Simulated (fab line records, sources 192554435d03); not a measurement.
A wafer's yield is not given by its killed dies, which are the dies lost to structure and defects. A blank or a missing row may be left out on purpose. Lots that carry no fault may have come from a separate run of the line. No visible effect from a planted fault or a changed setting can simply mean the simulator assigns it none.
Code-filled problem report in 8D (eight disciplines) form ; flow n5-finfet ; the parts of the form that need people (team, actions taken, sign-off) are left out

== 1. THE PROBLEM ==
Mean of barrier-field-endpoint-s at N5_BEOL_M11_CMP_52: 15.7 s across 3 wafers in 3 lots; on wafers with no fault it is 28.5 s (standard deviation 0.73). Relative to the usual mean, that is a shift of -18 standard deviations.
The step: polishes, stops on SiCOH lowk, t overpolish 7 s, target thk 140 nm.
Seen first at day 12 11:38 on cmp-02, wafer L199.3. At this step, 33 wafers from 11 lots have a number in the record. By rule, "out" or "out of limits" means more than 4 standard deviations away from the usual mean. The other wafers with a number count as sound.

== 2. WHAT IT IS, AND WHAT IT ISN'T ==
question;is;is not
which readings at this step;barrier-field-endpoint-s, time-to-endpoint-s;motor-current-A, overpolish-run-s
which lots;L199, L200, L202;L192, L194, L195, L198, L204, L212, L213, L214
which wafers of those lots;L199.3, L200.3, L202.3;L199.1, L199.2, L200.1, L200.6, L202.5, L202.6
read on which tools;cmp-02;cmp-01, cmp-03
when;from day 12 11:38;"up to then (14 sound wafers); but 16 sound wafers of L200, L202, L204, L212, L213, L214 came after"

== 3. THE SUSPECTS, EACH WITH WHAT RULES IT OUT ==
Counting: if a tool at a process step up to the reading ran every lot that is out, it stays a suspect. Sound lots after the first of them don't rule it out here, since some wafers of a struck lot are sound.
- rie-diel-05 at N5_BEOL_M11_STRIP_67 (strips in CF4): kept. It ran every lot that is out, first L199 (day 12 05:31); its last sound lot up to then is L195 (day 11 06:21).
- cmp-02 at N5_BEOL_M11_CMP_52 (polishes, stops on SiCOH lowk, t overpolish 7 s, target thk 140 nm): kept. It ran every lot that is out, first L199 (day 12 11:38); its last sound lot up to then is L198 (day 12 01:20). Its own barrier-field-endpoint-s, time-to-endpoint-s readings are out on those wafers.
The count leaves cmp-02 at N5_BEOL_M11_CMP_52 and rie-diel-05 at N5_BEOL_M11_STRIP_67.

== 4. THE CAUSE (what the simulator had put in) ==
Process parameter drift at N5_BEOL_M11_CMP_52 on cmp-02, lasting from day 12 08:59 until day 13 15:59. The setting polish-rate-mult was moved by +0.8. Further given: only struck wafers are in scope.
After counting, 2 suspects remain, this tool included.

== 5. THE CHAIN OF EFFECTS, in route order ==
Each row: a reading whose mean over the struck wafers that have a number lies more than 3 standard deviations from the usual. Scope: only readings with a usual standard deviation given in the record; hours: median across lots of the time from each lot's start at the first step in this table that gives one to its start at this step; sigmas: change in usual standard deviations.
hours;step;reading;usual;on struck wafers;change;sigmas
0;N5_BEOL_M11_CMP_52;barrier-field-endpoint-s;28.5 s;15.7;-12.8;-18
0;N5_BEOL_M11_CMP_52;time-to-endpoint-s;65 s;34;-31;-9.0
The process steps in it:
- N5_BEOL_M11_CMP_52: polishes, stops on SiCOH lowk, t overpolish 7 s, target thk 140 nm.

== 6. HOW IT WOULD HAVE BEEN CAUGHT EARLIER ==
In this record no reading fell out of limits until day 12 11:38, 3 hours after the fault had begun at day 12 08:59.
